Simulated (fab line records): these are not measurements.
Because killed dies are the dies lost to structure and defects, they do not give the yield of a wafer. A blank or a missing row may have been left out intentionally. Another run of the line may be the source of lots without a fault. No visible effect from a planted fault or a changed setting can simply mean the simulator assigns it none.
Matching of chambers | flow nand harc | NHARC_P_BONDPAD_DESCUM_11 on rie diel-07 has 4 sister chambers
The step chemistry O2, time 3 s. 8 wafers are shown with their chamber, then 7 later ones without.

== EACH WAFER AND ITS CHAMBER ==
wafer  | chamber | oes product au (a.u.) | o2 flow sccm (sccm)
L086.2 | 1       | 0.995                 | 200.2
L086.5 | 3       | 1.002                 | 200.9
L086.6 | 0       | 0.984                 | 198.8
L088.3 | 2       | 0.990                 | 199.9
L088.4 | 1       | 0.999                 | 198.7
L088.6 | 3       | 1.001                 | 201.0
L092.3 | 2       | 1.000                 | 199.9
L092.4 | 0       | 0.991                 | 199.8

== WAFERS WITHOUT THEIR CHAMBER ==
wafer  | oes product au (a.u.) | o2 flow sccm (sccm)
L092.5 | 1.004                 | 199.6
L094.4 | 1.002                 | 200.1
L094.5 | 1.003                 | 199.9
L094.6 | 1.008                 | 200.2
L096.1 | 1.000                 | 199.5
L096.4 | 1.014                 | 199.8
L096.5 | 0.996                 | 200.9

== EACH ONE'S CHAMBER ==
wafer  | from the rows above               | in truth
L092.5 | can't be placed: 1 or 2 or 3      | 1
L094.4 | can't be placed: 3 or 1 or 2      | 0
L094.5 | can't be placed: 1 or 3 or 2      | 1
L094.6 | can't be placed: 3 or 1 or 2      | 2
L096.1 | can't be placed: 1 or 2 or 3      | 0
L096.4 | can't be placed: 3 or 1 or 2      | 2
L096.5 | can't be placed: 3 or 2 or 1 or 0 | 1
Correct placement for 0 of the 7. Cannot be placed on the basis of these rows: 7; the candidates contain the true chamber in 5. Wrongly placed: 0.
How it was worked out, from the rows above alone: a wafer's distance from a chamber is the root of the sum, over the readings, of the square of ((its reading less the chamber's mean) divided by the reading's scatter). If the next closest chamber is less than 2 further off than the closest, the wafer can't be placed; otherwise it belongs to the closest. The mean given for a chamber averages the wafers shown for that chamber. The scatter: take each reading less its chamber's mean, square it, sum over the shown wafers, divide by the number of wafers less the number of chambers, and take the root.
